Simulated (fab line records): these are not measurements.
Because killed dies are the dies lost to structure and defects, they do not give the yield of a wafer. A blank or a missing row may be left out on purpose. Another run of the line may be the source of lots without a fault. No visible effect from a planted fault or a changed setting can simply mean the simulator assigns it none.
Matching of chambers | flow n5Finfet | N5_GATE_CUT_STRIP_59 on rieDiel-06 has 4 sister chambers
The step strips in N2/H2, time 20 s. 22 wafers are shown with their chamber, then 11 later ones without.

## WAFERS WITH THEIR CHAMBER
wafer  | chamber | showerheadPlenumPTorr (Torr) | drypumpMotorCurrentA (A) | throttleValvePct (%)
L074.3 | 0       | 3.19                         | 4.9                      | 12.68
L074.4 | 2       | 3.34                         | 6.4                      | 12.12
L074.5 | 0       | 3.19                         | 4.9                      | 12.68
L080.1 | 0       | 3.18                         | 4.9                      | 12.72
L080.2 | 3       | 3.44                         | 6.3                      | 12.21
L080.3 | 1       | 3.46                         | 5.8                      | 12.02
L080.4 | 2       | 3.34                         | 6.4                      | 12.14
L080.5 | 0       | 3.18                         | 4.9                      | 12.72
L080.6 | 3       | 3.44                         | 6.3                      | 12.21
L082.2 | 2       | 3.34                         | 6.3                      | 12.15
L082.3 | 3       | 3.44                         | 6.3                      | 12.22
L082.6 | 2       | 3.34                         | 6.4                      | 12.15
L084.1 | 3       | 3.43                         | 6.3                      | 12.23
L084.3 | 0       | 3.18                         | 4.9                      | 12.72
L084.4 | 1       | 3.45                         | 5.9                      | 12.04
L087.1 | 3       | 3.43                         | 6.3                      | 12.21
L087.4 | 2       | 3.33                         | 6.3                      | 12.17
L087.5 | 3       | 3.43                         | 6.3                      | 12.22
L088.1 | 2       | 3.33                         | 6.4                      | 12.18
L088.3 | 3       | 3.43                         | 6.3                      | 12.22
L088.4 | 1       | 3.45                         | 5.9                      | 12.06
L092.2 | 0       | 3.17                         | 5.0                      | 12.77

SIGNATURES (averages over the wafers above)
reading               | chamber 0 | chamber 1 | chamber 2 | chamber 3 | scatter within a chamber
showerheadPlenumPTorr | 3.1817    | 3.4533    | 3.3367    | 3.4343    | 0.00603
drypumpMotorCurrentA  | 4.917     | 5.867     | 6.367     | 6.300     | 0.0397
throttleValvePct      | 12.7150   | 12.0400   | 12.1517   | 12.2171   | 0.0223
Rule: distance of a wafer from a chamber = root of the sum over the readings of ((wafer's reading minus chamber's mean) / reading's scatter) squared. If the next closest chamber is less than 2 further off than the closest, the wafer can't be placed; otherwise it belongs to the closest. The scatter: the root of (the sum of the squares of (reading less its chamber's mean) over the shown wafers, divided by (wafers less chambers)).

## WAFERS WHOSE CHAMBER IS MISSING
wafer  | showerheadPlenumPTorr (Torr) | drypumpMotorCurrentA (A) | throttleValvePct (%)
L092.3 | 3.33                         | 6.4                      | 12.19
L092.4 | 3.43                         | 6.3                      | 12.24
L093.1 | 3.17                         | 4.9                      | 12.78
L093.3 | 3.32                         | 6.3                      | 12.21
L093.6 | 3.43                         | 6.3                      | 12.26
L094.2 | 3.42                         | 6.3                      | 12.26
L094.3 | 3.45                         | 5.9                      | 12.08
L094.5 | 3.44                         | 5.9                      | 12.09
L096.1 | 3.44                         | 5.8                      | 12.10
L096.3 | 3.42                         | 6.3                      | 12.27
L096.5 | 3.44                         | 5.9                      | 12.09

## THE CHAMBER EACH PASSED THROUGH
wafer  | from the rows above | in truth
L092.3 | 2                   | 2
L092.4 | 3                   | 3
L093.1 | 0                   | 0
L093.3 | 2                   | 2
L093.6 | 3                   | 3
L094.2 | 3                   | 3
L094.3 | 1                   | 1
L094.5 | 1                   | 1
L096.1 | 1                   | 1
L096.3 | 3                   | 3
L096.5 | 1                   | 1
Correctly placed: 11 of 11. Left unplaced by these rows: 0. Number placed wrongly: 0.
